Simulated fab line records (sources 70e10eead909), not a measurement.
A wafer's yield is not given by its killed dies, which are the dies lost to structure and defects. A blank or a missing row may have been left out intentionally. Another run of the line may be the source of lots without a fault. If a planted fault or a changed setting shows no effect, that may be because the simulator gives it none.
fab line records	flow nandHarc	part 1 of 2: steps 1 to 22 of 33
[record] lots = 5	wafers = 15	lastDay = 33
route steps=1302 shown A_STAIRCASE@885 A_SGD_CUT@890
lots that met no fault: taken from a fault-free run of the same line
startH: the number of hours between the record's first day and the start of the first shown wafer of the lot	waitH: how many hours have passed since the lot's step before this one	" unchanged from the row above	L1.1+2: several wafers, shown together as one row	- value missing, or start not given	* or withheld: withheld	< > ~ a bound
route shown NAME@n: names a module that has steps shown in the file, with the first one's number in the route	usual: mean and standard deviation over wafers with no fault	same: alike in all rows	chamber/n: place in a boat	sites: per-site readings	_std_site: their standard deviation	_edge_site: outer sites' mean less inner sites'	radiusMm: for every site, how far away it sits from the centre of the wafer	mask NAME#n: copy n	behind: the last tool/chamber to shape the wafer	hold: reason for holding the lot/hours on hold/outcome of the hold	device: transistor that didn't switch, given as n, p or np	end of line: the same wafers' tests at the end of the route	step lacking rows: just its recipe	killed: dies that structure and defects cost at the first sort, which is not the same as the wafer's yield	map: per-die view of a wafer (x killed, . not killed, _ where there is no die)
set.NAME: the setting the step ran with; set.NAME@STEP: the setting that earlier step ran with	model.NAME: the simulator's own value behind a step, which no gauge read
lots at selected steps of the route; one table per step, one row per wafer
services: the hour from which a tool's chamber was out of use, counted from the record's first day as startH (under 0 if before that day), plus the number of hours and why
[[steps]]
[step NHARC_A_STAIRCASE_DEP_471]
[recipe] targetThkA = 1000	tempC = 400	pressureTorr = 6.5	rfW = 900	teosFlowSccm = 161.4	flowSccm = 2650	targetThkNm = 100	gas = O2	material = SiO2
[usual] heaterPowerW = 628/100	throttleValvePct = 16.1/0.69
lot.wafer	tool	chamber	startH	waitH	heaterPowerW	throttleValvePct
L078.3	pecvd-01	2	464.03	-	428	17.7
L078.2	"	0	"	"	835	15.4
L078.5	"	0	"	"	825	15.4
L085.1	pecvd-02	1	541.18	-	566	15.6
L085.5	"	1	"	"	573	15.9
L085.4	"	2	"	"	591	16.6
L088.3	pecvd-01	0	578.99	-	772	15.9
L088.2	"	1	"	"	539	15.7
L088.6	"	2	"	"	423	17.1
L091.1	pecvd-04	2	606.37	-	750	16.3
L091.2	"	0	"	"	711	15.1
L091.5	"	0	"	"	546	15.2
L096.6	pecvd-01	2	651.78	-	509	17.2
L096.5	"	0	"	"	807	16.0
L096.4	"	1	"	"	637	16.0
[step NHARC_A_STAIRCASE_CMP_472]
[recipe] material = SiO2
[usual] motorCurrentA = 11.8/1.1	slurryFlowMlMin = 150.0/0.5
lot.wafer	tool	chamber	startH	waitH	motorCurrentA	slurryFlowMlMin
L078.3	cmp-02	3	464.31	0.2	11.4	150.7
L078.2	"	0	"	"	12.6	150.1
L078.5	"	3	"	"	11.1	150.2
L085.1	cmp-01	0	541.50	0.3	13.5	150.0
L085.4	"	1	"	"	13.6	149.4
L085.5	"	2	"	"	13.0	149.6
L088.2	cmp-03	3	579.34	0.3	11.6	149.5
L088.3	"	1	"	"	10.3	150.4
L088.6	"	2	"	"	10.5	149.7
L091.2	cmp-02	1	606.61	0.2	10.7	149.7
L091.1	"	0	"	"	12.6	149.1
L091.5	"	1	"	"	11.0	150.5
L096.4	cmp-02	2	652.04	0.2	11.5	149.6
L096.5	"	3	"	"	11.5	149.8
L096.6	"	0	"	"	12.7	150.6
[step NHARC_A_STAIRCASE_SRD_474]
lot.wafer	tool	chamber	startH	waitH
L078.3+5+2	wetBench-03	6,7,3	464.54	0.0
L085.4+5+1	wetBench-03	6,0,1	541.71	0.0
L088.2+3+6	wetBench-06	2,3,5	579.58	0.0
L091.5+2+1	wetBench-03	1,3,6	606.87	0.0
L096.5+6+4	wetBench-03	2,4,7	652.23	0.0
[step NHARC_A_STAIRCASE_INSPECT_155]
[usual] rawDefectCount = 441/150
lot.wafer	tool	chamber	startH	waitH	rawDefectCount
L078.2	defectInspect-01	-	464.62	0.1	553
L078.3	"	-	"	"	680
L078.5	"	-	"	"	443
L085.1	defectInspect-01	-	541.81	0.1	623
L085.4	"	-	"	"	481
L085.5	"	-	"	"	441
L088.2	defectInspect-01	-	579.66	0.1	481
L088.3	"	-	"	"	464
L088.6	"	-	"	"	525
L091.1	defectInspect-01	-	606.96	0.1	417
L091.2	"	-	"	"	931
L091.5	"	-	"	"	664
L096.4	defectInspect-01	-	652.31	0.1	326
L096.5	"	-	"	"	430
L096.6	"	-	"	"	336
[step NHARC_A_SGD_CUT_DEP_00]
[recipe] targetThkA = 500	tempC = 400	targetThkNm = 50	flowSccm = 200	rfW = 450	material = SiNx
[usual] heaterPowerW = 741/120
lot.wafer	tool	chamber	startH	waitH	heaterPowerW
L078.2	pecvd-03	0	464.69	0.1	661
L078.3	"	2	"	"	594
L078.5	"	1	"	"	684
L085.1	pecvd-01	1	541.87	0.1	765
L085.4	"	1	"	"	767
L085.5	"	0	"	"	962
L088.3	pecvd-03	1	579.72	0.1	678
L088.2	"	0	"	"	714
L088.6	"	2	"	"	565
L091.2	pecvd-02	2	607.02	0.1	809
L091.1	"	1	"	"	718
L091.5	"	1	"	"	735
L096.6	pecvd-01	1	652.46	0.1	791
L096.5	"	2	"	"	680
L096.4	"	0	"	"	886
[step NHARC_A_SGD_CUT_DEHYDRATE_01]
[recipe] tempC = 150	timeS = 120
[usual] resistLineTempC = 23.03/0.11
lot.wafer	tool	chamber	startH	waitH	resistLineTempC
L078.2	lithoTrack-06	0	464.96	0.2	22.92
L078.3	"	0	"	"	22.89
L078.5	"	0	"	"	23.11
L085.1	lithoTrack-06	0	542.14	0.2	23.05
L085.4	"	0	"	"	23.10
L085.5	"	0	"	"	23.04
L088.2	lithoTrack-01	0	580.00	0.2	22.99
L088.3	"	0	"	"	22.96
L088.6	"	0	"	"	22.97
L091.1	lithoTrack-01	0	607.29	0.2	23.12
L091.2	"	0	"	"	23.20
L091.5	"	0	"	"	23.14
L096.4	lithoTrack-04	0	652.65	0.1	23.12
L096.5	"	0	"	"	23.10
L096.6	"	0	"	"	23.13
[step NHARC_A_SGD_CUT_HMDS_02]
[recipe] timeS = 30
[usual] resistLineTempC = 22.99/0.11
lot.wafer	tool	chamber	startH	waitH	resistLineTempC
L078.2	lithoTrack-06	0	-	-	22.95
L078.3	"	0	"	"	23.21
L078.5	"	0	"	"	22.95
L085.1	lithoTrack-06	0	-	-	23.04
L085.4	"	0	"	"	23.14
L085.5	"	0	"	"	22.92
L088.2	lithoTrack-01	0	-	-	22.87
L088.3	"	0	"	"	23.19
L088.6	"	0	"	"	22.84
L091.1	lithoTrack-01	0	-	-	23.08
L091.2	"	0	"	"	22.98
L091.5	"	0	"	"	22.93
L096.4	lithoTrack-04	0	-	-	23.15
L096.5	"	0	"	"	23.17
L096.6	"	0	"	"	23.03
[step NHARC_A_SGD_CUT_COAT_56]
[recipe] tempC = 260	timeS = 75
[usual] resistLineTempC = 23.02/0.09
lot.wafer	tool	chamber	startH	waitH	resistLineTempC
L078.2	lithoTrack-06	0	-	-	22.99
L078.3	"	0	"	"	23.21
L078.5	"	0	"	"	23.00
L085.1	lithoTrack-06	0	-	-	22.93
L085.4	"	0	"	"	23.03
L085.5	"	0	"	"	23.00
L088.2	lithoTrack-01	0	-	-	22.97
L088.3	"	0	"	"	23.08
L088.6	"	0	"	"	22.94
L091.1	lithoTrack-01	0	-	-	22.93
L091.2	"	0	"	"	23.09
L091.5	"	0	"	"	23.01
L096.4	lithoTrack-04	0	-	-	22.95
L096.5	"	0	"	"	22.87
L096.6	"	0	"	"	22.74
[step NHARC_A_SGD_CUT_COAT_57]
[recipe] tempC = 225	timeS = 65
[usual] resistLineTempC = 23.00/0.1
lot.wafer	tool	chamber	startH	waitH	resistLineTempC
L078.2	lithoTrack-06	0	-	-	23.06
L078.3	"	0	"	"	22.99
L078.5	"	0	"	"	22.81
L085.1	lithoTrack-06	0	-	-	23.14
L085.4	"	0	"	"	23.09
L085.5	"	0	"	"	23.19
L088.2	lithoTrack-01	0	-	-	23.00
L088.3	"	0	"	"	23.04
L088.6	"	0	"	"	23.11
L091.1	lithoTrack-01	0	-	-	22.82
L091.2	"	0	"	"	22.83
L091.5	"	0	"	"	22.85
L096.4	lithoTrack-04	0	-	-	22.98
L096.5	"	0	"	"	23.02
L096.6	"	0	"	"	23.14
[step NHARC_A_SGD_CUT_COAT_03]
[recipe] spinRpm = 1500	resistThkNm = 90
[usual] resistLineTempC = 22.98/0.1
lot.wafer	tool	chamber	startH	waitH	resistLineTempC
L078.2	lithoTrack-06	0	-	-	23.09
L078.3	"	0	"	"	22.98
L078.5	"	0	"	"	23.04
L085.1	lithoTrack-06	0	-	-	22.78
L085.4	"	0	"	"	22.95
L085.5	"	0	"	"	22.83
L088.2	lithoTrack-01	0	-	-	23.11
L088.3	"	0	"	"	23.08
L088.6	"	0	"	"	22.96
L091.1	lithoTrack-01	0	-	-	22.99
L091.2	"	0	"	"	23.01
L091.5	"	0	"	"	22.93
L096.4	lithoTrack-04	0	-	-	22.94
L096.5	"	0	"	"	23.07
L096.6	"	0	"	"	22.94
[step NHARC_A_SGD_CUT_SOFTBAKE_04]
[recipe] tempC = 105	timeS = 55
[usual] resistLineTempC = 23.01/0.12
lot.wafer	tool	chamber	startH	waitH	resistLineTempC
L078.2	lithoTrack-06	0	-	-	23.03
L078.3	"	0	"	"	23.12
L078.5	"	0	"	"	23.14
L085.1	lithoTrack-06	0	-	-	22.76
L085.4	"	0	"	"	22.84
L085.5	"	0	"	"	22.76
L088.2	lithoTrack-01	0	-	-	23.06
L088.3	"	0	"	"	23.01
L088.6	"	0	"	"	23.29
L091.1	lithoTrack-01	0	-	-	22.99
L091.2	"	0	"	"	23.03
L091.5	"	0	"	"	22.96
L096.4	lithoTrack-04	0	-	-	23.06
L096.5	"	0	"	"	23.17
L096.6	"	0	"	"	23.22
[step NHARC_A_SGD_CUT_EBR_05]
[usual] resistLineTempC = 22.98/0.11
lot.wafer	tool	chamber	startH	waitH	resistLineTempC
L078.2	lithoTrack-06	0	-	-	23.01
L078.3	"	0	"	"	23.12
L078.5	"	0	"	"	22.95
L085.1	lithoTrack-06	0	-	-	22.93
L085.4	"	0	"	"	22.88
L085.5	"	0	"	"	23.02
L088.2	lithoTrack-01	0	-	-	23.03
L088.3	"	0	"	"	22.88
L088.6	"	0	"	"	22.99
L091.1	lithoTrack-01	0	-	-	22.68
L091.2	"	0	"	"	22.85
L091.5	"	0	"	"	22.83
L096.4	lithoTrack-04	0	-	-	23.07
L096.5	"	0	"	"	22.92
L096.6	"	0	"	"	23.05
[step NHARC_A_SGD_CUT_EXPOSE_06]
[recipe] na = 1.35	doseMj = 85.59	maskId = SGD
[usual] exposureDoseMJCm2 = 85.61/0.08	stageVelMmS = 500.04/0.24
lot.wafer	tool	chamber	startH	waitH	mask	exposureDoseMJCm2	stageVelMmS
L078.2	arfiScanner-01	0	465.40	-	SGD#0	85.59	499.98
L078.3	"	0	"	"	SGD#0	85.53	500.41
L078.5	"	0	"	"	SGD#0	85.57	500.17
L085.1	arfiScanner-01	0	542.33	-	SGD#0	85.51	500.08
L085.4	"	0	"	"	SGD#0	85.70	500.19
L085.5	"	0	"	"	SGD#0	85.49	499.67
L088.2	arfiScanner-01	0	580.19	-	SGD#0	85.53	500.00
L088.3	"	0	"	"	SGD#0	85.69	500.25
L088.6	"	0	"	"	SGD#0	85.53	499.98
L091.1	arfiScanner-03	0	607.48	-	SGD#0	85.56	500.31
L091.2	"	0	"	"	SGD#0	85.62	500.40
L091.5	"	0	"	"	SGD#0	85.49	500.25
L096.4	arfiScanner-02	0	652.97	-	SGD#0	85.72	500.48
L096.5	"	0	"	"	SGD#0	85.58	499.87
L096.6	"	0	"	"	SGD#0	85.61	500.30
[step NHARC_A_SGD_CUT_PEB_07]
[recipe] pebTempC = 100	pebTimeS = 65
[usual] resistLineTempC = 23.01/0.1
[same] pebTimeS = 65
lot.wafer	tool	chamber	startH	waitH	resistLineTempC
L078.2	lithoTrack-04	0	465.46	0.1	22.90
L078.3	"	0	"	"	23.10
L078.5	"	0	"	"	23.15
L085.1	lithoTrack-06	0	542.39	0.1	23.04
L085.4	"	0	"	"	23.12
L085.5	"	0	"	"	22.91
L088.2	lithoTrack-04	0	580.25	0.1	23.02
L088.3	"	0	"	"	23.10
L088.6	"	0	"	"	22.93
L091.1	lithoTrack-04	0	607.54	0.1	22.97
L091.2	"	0	"	"	23.10
L091.5	"	0	"	"	23.10
L096.4	lithoTrack-01	0	653.02	0.0	22.94
L096.5	"	0	"	"	23.04
L096.6	"	0	"	"	23.01
[step NHARC_A_SGD_CUT_DEVELOP_08]
[recipe] developTimeS = 35	devTempC = 23
[usual] resistLineTempC = 23.03/0.11
lot.wafer	tool	chamber	startH	waitH	resistLineTempC
L078.2	lithoTrack-04	0	-	-	23.05
L078.3	"	0	"	"	22.97
L078.5	"	0	"	"	23.06
L085.1	lithoTrack-06	0	-	-	23.10
L085.4	"	0	"	"	23.13
L085.5	"	0	"	"	23.09
L088.2	lithoTrack-04	0	-	-	22.90
L088.3	"	0	"	"	22.88
L088.6	"	0	"	"	23.03
L091.1	lithoTrack-04	0	-	-	23.00
L091.2	"	0	"	"	23.00
L091.5	"	0	"	"	23.01
L096.4	lithoTrack-01	0	-	-	22.89
L096.5	"	0	"	"	22.73
L096.6	"	0	"	"	22.85
[step NHARC_A_SGD_CUT_CD_MEAS_09]
[recipe] targetCdNm = 100	landingEnergyEv = 500
[usual] cdNm = 100.0/0.43
lot.wafer	tool	chamber	startH	waitH	cdNm
L078.2	cdSem-02	0	465.54	-	99.5
L078.3	"	0	"	"	99.7
L078.5	"	0	"	"	100.1
L085.1	cdSem-03	0	542.47	-	99.4
L085.4	"	0	"	"	99.7
L085.5	"	0	"	"	99.5
L088.2	cdSem-03	0	580.33	-	100.3
L088.3	"	0	"	"	100.5
L088.6	"	0	"	"	100.2
L091.1	cdSem-03	0	607.62	-	99.5
L091.2	"	0	"	"	100.0
L091.5	"	0	"	"	99.3
L096.4	cdSem-03	0	653.11	-	100.9
L096.5	"	0	"	"	100.3
L096.6	"	0	"	"	100.2
[step NHARC_A_SGD_CUT_OVL_MEAS_10]
[usual] overlayXNm = -0.1/0.77	overlayYNm = 0.1/0.81
lot.wafer	tool	chamber	startH	waitH	overlayXNm	overlayYNm
L078.2	overlay-01	-	465.63	-	0.5	0.1
L078.3	"	-	"	"	0.2	0.3
L078.5	"	-	"	"	0.6	0.6
L085.1	overlay-02	-	542.56	-	-0.3	2.0
L085.4	"	-	"	"	-0.2	1.2
L085.5	"	-	"	"	0.0	1.4
L088.2	overlay-01	-	580.42	-	-0.7	0.4
L088.3	"	-	"	"	-0.8	0.4
L088.6	"	-	"	"	-0.8	0.6
L091.1	overlay-02	-	607.71	-	-0.2	-0.1
L091.2	"	-	"	"	-0.1	0.1
L091.5	"	-	"	"	0.0	-0.3
L096.4	overlay-01	-	653.19	-	0.5	-0.3
L096.5	"	-	"	"	0.0	-0.2
L096.6	"	-	"	"	0.8	-0.1
[step NHARC_A_SGD_CUT_INSPECT_11]
[usual] rawDefectCount = 53/35
lot.wafer	tool	chamber	startH	waitH	rawDefectCount
L078.2	defectInspect-01	-	465.66	0.0	19
L078.3	"	-	"	"	19
L078.5	"	-	"	"	14
L085.1	defectInspect-01	-	542.59	0.0	37
L085.4	"	-	"	"	43
L085.5	"	-	"	"	46
L088.2	defectInspect-01	-	580.45	0.0	97
L088.3	"	-	"	"	78
L088.6	"	-	"	"	89
L091.1	defectInspect-02	-	607.74	0.0	13
L091.2	"	-	"	"	31
L091.5	"	-	"	"	26
L096.4	defectInspect-02	-	653.23	0.0	53
L096.5	"	-	"	"	46
L096.6	"	-	"	"	49
[step NHARC_A_SGD_CUT_DESCUM_14]
[recipe] timeS = 3	o2FlowSccm = 200	arFlowSccm = 0	biasPowerW = 0	chemistry = O2
[usual] drypumpMotorCurrentA = 5.9/0.46	o2FlowSccm = 200.0/0.59	oesProductAu = 1.003/0.0082	rfVppV = 57.7/1	showerheadPlenumPTorr = 1.89/0.1	throttleValvePct = 11.312/0.0095
lot.wafer	tool	chamber	startH	waitH	drypumpMotorCurrentA	o2FlowSccm	oesProductAu	rfHoursCounterH	rfVppV	showerheadPlenumPTorr	throttleValvePct
L078.2	rieDiel-09	3	465.73	0.1	6.2	201.2	1.008	6	58.9	2.06	11.317
L078.3	"	1	"	"	6.0	200.3	1.000	6	55.5	1.81	11.313
L078.5	"	2	"	"	5.6	200.1	1.015	-	58.8	1.99	11.292
L085.1	rieDiel-09	2	542.68	0.1	5.6	200.4	1.006	1	59.1	1.99	11.313
L085.4	"	3	"	"	6.2	199.8	1.012	-	58.3	2.06	11.307
L085.5	"	0	"	"	5.5	201.6	1.006	-	57.8	1.78	11.309
L088.3	rieDiel-12	1	580.52	0.1	6.6	199.4	1.003	13	57.8	1.89	11.303
L088.2	"	2	"	"	5.1	200.1	0.989	9	58.8	1.83	11.306
L088.6	"	1	"	"	6.6	199.5	1.012	-	56.8	1.89	11.298
L091.2	rieDiel-12	2	607.80	0.1	5.2	200.5	1.000	12	58.2	1.83	11.316
L091.1	"	1	"	"	6.6	199.9	1.000	14	58.8	1.89	11.306
L091.5	"	1	"	"	6.6	200.4	1.002	-	57.8	1.89	11.322
L096.4	rieDiel-12	3	653.31	0.1	5.1	200.6	0.997	2	57.8	1.77	11.298
L096.5	"	0	"	"	6.0	200.1	1.002	-	55.8	1.85	11.320
L096.6	"	1	"	"	6.6	200.6	1.001	-	58.1	1.89	11.321
[step NHARC_A_SGD_CUT_ETCH_58]
[recipe] targetDepthA = 390	overEtchFrac = 0.3	timeS = 65	ionEnergyEv = 80	cf4FlowSccm = 150	arFlowSccm = 0	rfW = 300	biasW = 100	chemistry = CF4
[usual] drypumpMotorCurrentA = 5.9/0.47	oesProductAu = 1.000/0.0071	rfVppV = 151.0/1.5	showerheadPlenumPTorr = 1.75/0.082	throttleValvePct = 13.284/0.0097
lot.wafer	tool	chamber	startH	waitH	drypumpMotorCurrentA	oesProductAu	rfHoursCounterH	rfVppV	showerheadPlenumPTorr	throttleValvePct
L078.3	rieDiel-09	1	465.83	0.1	6.0	0.997	6	150.9	1.68	13.271
L078.2	"	3	"	"	6.2	1.001	6	153.1	1.89	13.284
L078.5	"	1	"	"	6.0	0.994	-	150.3	1.68	13.296
L085.1	rieDiel-09	2	542.80	0.1	5.7	1.004	1	151.8	1.83	13.288
L085.5	"	2	"	"	5.7	1.009	-	152.3	1.83	13.295
L085.4	"	0	"	"	5.5	1.003	-	147.2	1.66	13.284
L088.2	rieDiel-12	1	580.60	0.1	6.6	1.007	13	151.3	1.75	13.285
L088.3	"	0	"	"	6.0	1.009	12	150.3	1.72	13.290
L088.6	"	2	"	"	5.2	0.989	-	149.7	1.70	13.297
L091.2	rieDiel-12	1	607.91	0.1	6.6	1.005	14	150.0	1.75	13.285
L091.1	"	0	"	"	6.0	0.994	14	151.3	1.72	13.287
L091.5	"	2	"	"	5.1	0.995	-	150.2	1.70	13.284
L096.4	rieDiel-12	1	653.39	0.1	6.6	0.997	1	152.4	1.75	13.294
L096.5	"	2	"	"	5.2	0.991	-	150.4	1.70	13.287
L096.6	"	3	"	"	5.1	0.995	-	150.0	1.65	13.287
[step NHARC_A_SGD_CUT_ETCH_59]
[recipe] targetDepthA = 2600	overEtchFrac = 0.25	timeS = 406.25	ionEnergyEv = 200	n2FlowSccm = 150	h2FlowSccm = 150	arFlowSccm = 0	rfW = 400	biasW = 150	chemistry = N2/H2
[usual] drypumpMotorCurrentA = 5.9/0.46	oesProductAu = 1.001/0.0071	rfVppV = 430/3.2	showerheadPlenumPTorr = 2.01/0.11	throttleValvePct = 14.171/0.0087
lot.wafer	tool	chamber	startH	waitH	drypumpMotorCurrentA	oesProductAu	rfHoursCounterH	rfVppV	showerheadPlenumPTorr	throttleValvePct
L078.3	rieDiel-09	1	-	-	6.0	1.019	6	427	1.93	14.173
L078.2	"	3	"	"	6.2	0.996	6	436	2.20	14.164
L078.5	"	2	"	"	5.7	0.999	-	433	2.12	14.161
L085.1	rieDiel-09	0	-	-	5.5	1.007	2	427	1.89	14.176
L085.4	"	2	"	"	5.6	1.025	-	432	2.12	14.172
L085.5	"	0	"	"	5.6	1.013	-	426	1.89	14.180
L088.3	rieDiel-12	3	-	-	5.1	1.003	13	427	1.88	14.164
L088.2	"	0	"	"	6.0	1.001	12	429	1.98	14.160
L088.6	"	2	"	"	5.2	0.997	-	427	1.95	14.173
L091.1	rieDiel-12	0	-	-	6.0	1.000	14	429	1.97	14.156
L091.2	"	1	"	"	6.6	0.998	15	429	2.01	14.183
L091.5	"	2	"	"	5.2	1.000	-	428	1.95	14.158
L096.4	rieDiel-12	3	-	-	5.1	0.992	2	424	1.88	14.179
L096.5	"	3	"	"	5.1	0.989	-	426	1.88	14.151
L096.6	"	0	"	"	6.0	0.998	-	428	1.97	14.180
[step NHARC_A_SGD_CUT_ETCH_15]
[recipe] targetDepthA = 750	timeS = 64.3	ch3fFlowSccm = 50	o2FlowSccm = 30	arFlowSccm = 200	rfW = 500	biasW = 100	chemistry = CH3F/O2
[usual] drypumpMotorCurrentA = 5.9/0.45	o2FlowSccm = 30.01/0.079	oesProductAu = 0.952/0.019	rfVppV = 263.4/1.9	showerheadPlenumPTorr = 2.43/0.12	throttleValvePct = 20.662/0.0087
lot.wafer	tool	chamber	startH	waitH	drypumpMotorCurrentA	o2FlowSccm	oesProductAu	rfHoursCounterH	rfVppV	showerheadPlenumPTorr	throttleValvePct
L078.2	rieDiel-09	1	-	-	6.0	30.07	0.963	6	261.3	2.33	20.666
L078.3	"	2	"	"	5.7	29.87	0.942	7	264.8	2.55	20.671
L078.5	"	0	"	"	5.5	30.12	0.954	-	261.7	2.30	20.665
L085.1	rieDiel-09	2	-	-	5.6	30.07	0.943	2	266.2	2.55	20.661
L085.5	"	2	"	"	5.6	29.97	0.941	-	266.7	2.55	20.671
L085.4	"	3	"	"	6.2	29.94	0.943	-	266.0	2.64	20.649
L088.3	rieDiel-12	0	-	-	6.0	29.95	0.961	12	261.9	2.39	20.683
L088.2	"	2	"	"	5.2	29.96	0.962	10	262.6	2.36	20.661
L088.6	"	0	"	"	6.0	29.99	0.952	-	262.7	2.39	20.670
L091.2	rieDiel-12	2	-	-	5.2	30.05	0.955	12	261.5	2.35	20.663
L091.1	"	1	"	"	6.6	30.12	0.955	15	262.8	2.43	20.644
L091.5	"	0	"	"	6.0	30.00	0.957	-	263.2	2.38	20.662
L096.4	rieDiel-12	2	-	-	5.1	30.05	0.967	1	262.0	2.35	20.650
L096.6	"	0	"	"	6.0	29.94	0.951	-	263.2	2.38	20.662
L096.5	"	1	"	"	6.6	29.96	0.953	-	263.1	2.43	20.661
